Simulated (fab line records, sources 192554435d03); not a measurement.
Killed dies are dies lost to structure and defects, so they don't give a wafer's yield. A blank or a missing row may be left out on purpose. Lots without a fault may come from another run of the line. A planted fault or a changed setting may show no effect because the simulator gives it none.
Split-lot experiment | flow n5_finfet | 7 lots, 21 wafers read, on a route of 1938 steps

THE SPLIT
At N5_MOL_CONTACT_COAG_COAT_64 (time 60 s, resist thk 10 nm), the setting spin_rpm was moved away from the recipe's 1500 rpm on 3 of the 21 wafers read, by +9.1% to +11.1%. The other wafers ran this setting at the recipe's value.

FROM THE SPLIT TO THE READING: what the file shows between them, 4 steps
- N5_MOL_CONTACT_COAG_COAT_34: resist thk 40 nm (also split here: spin_rpm)
- N5_MOL_CONTACT_COAG_EBR_36
- N5_MOL_CONTACT_COAG_SOFTBAKE_35: time 60 s
- N5_MOL_CONTACT_COAG_DESCUM_45: chemistry O2, time 7 s

THE READING
etch.depth_nm (the simulator's own value, which no gauge read), in nm, at N5_MOL_CONTACT_COAG_ETCH_65 (etches underlayer in N2/H2, target depth 13 nm, time 10.4 s). The file gives no usual value for it. The 18 wafers here that ran the recipe average 9.993 nm, standard deviation 0.022 nm.

wafer  | tool, chamber at the split | spin_rpm as run, rpm | against the recipe | etch.depth_nm, nm | against lot-mates on the recipe
L074.1 | litho_track-03, 0          | 1500                 | recipe             | 9.99              | -
L074.3 | litho_track-03, 0          | 1666                 | +11.1%             | 9.466             | -0.524
L074.5 | litho_track-03, 0          | 1666                 | +11.1%             | 9.479             | -0.511
L076.1 | litho_track-03, 0          | 1500                 | recipe             | 9.969             | -
L076.4 | litho_track-03, 0          | 1500                 | recipe             | 9.967             | -
L076.6 | litho_track-03, 0          | 1500                 | recipe             | 9.985             | -
L077.1 | litho_track-03, 0          | 1500                 | recipe             | 10.01             | -
L077.2 | litho_track-03, 0          | 1500                 | recipe             | 9.997             | -
L077.4 | litho_track-03, 0          | 1500                 | recipe             | 9.979             | -
L079.1 | litho_track-03, 0          | 1500                 | recipe             | 9.951             | -
L079.2 | litho_track-03, 0          | 1500                 | recipe             | 9.983             | -
L079.6 | litho_track-03, 0          | 1500                 | recipe             | 9.968             | -
L083.1 | litho_track-03, 0          | 1500                 | recipe             | 10.03             | -
L083.2 | litho_track-03, 0          | 1500                 | recipe             | 9.985             | -
L083.5 | litho_track-03, 0          | 1500                 | recipe             | 10.01             | -
L086.2 | litho_track-01, 0          | 1500                 | recipe             | 10.04             | -
L086.3 | litho_track-01, 0          | 1500                 | recipe             | 10.01             | -
L086.6 | litho_track-01, 0          | 1500                 | recipe             | 9.996             | -
L087.1 | litho_track-04, 0          | 1500                 | recipe             | 10                | -
L087.3 | litho_track-04, 0          | 1500                 | recipe             | 10.01             | -
L087.6 | litho_track-04, 0          | 1637                 | +9.1%              | 9.594             | -0.411

THE FIT
A straight line over all 21 wafers: etch.depth_nm changes by -0.0462 nm for each +1% of spin_rpm; r = -0.99; the points scatter about the line by 0.023 nm.
The same after taking each lot's own level away (the mean of its wafers on the recipe; 21 wafers): -0.0463 nm for each +1%; r = -1.00; scatter 0.014 nm.
On that fit, the largest move of spin_rpm shifts the reading by 0.51 nm.
The lots' own levels span 9.9673 to 10.0153 nm, that is 2.2 times the standard deviation above.
So the lot-to-lot level changes the slope little: the two slopes agree.
Check: with one of the wafers moved furthest among these (+11.1%) left out of the fit, the line predicts -0.506 nm for it against its lot-mates. It came out at -0.524 nm against them.

OTHER SPLITS ON THESE WAFERS
These wafers also went through other splits before the reading. Each is held against what the fit with the lots' levels taken away leaves over:
other split on the same wafers       | wafers away from the commonest value | r with etch.depth_nm (lot level and that fit taken away)
N5_MOL_CONTACT_COAG_COAT_34 spin_rpm | 11                                   | -0.03

THE WHOLE CHAIN: every reading that the file lists as answering this split, in the file's order
step                        | what it does                                                | reading                                                                                        | change (the file's fit)                | r (the file's)
N5_MOL_CONTACT_COAG_COAT_64 | time 60 s, resist thk 10 nm                                 | underlayer_of_MOL_CONTACT_COAG_COAT_64.thk_nm (the simulator's own value, which no gauge read) | -0.05 nm for each +1% of the setting   | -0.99
N5_MOL_CONTACT_COAG_ETCH_65 | etches underlayer in N2/H2, target depth 13 nm, time 10.4 s | etch.depth_nm (the simulator's own value, which no gauge read)                                 | -0.0462 nm for each +1% of the setting | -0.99

THE FILE'S OWN FIT
etch.depth_nm changes by -0.0462 nm for each +1% of spin_rpm, r = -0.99.
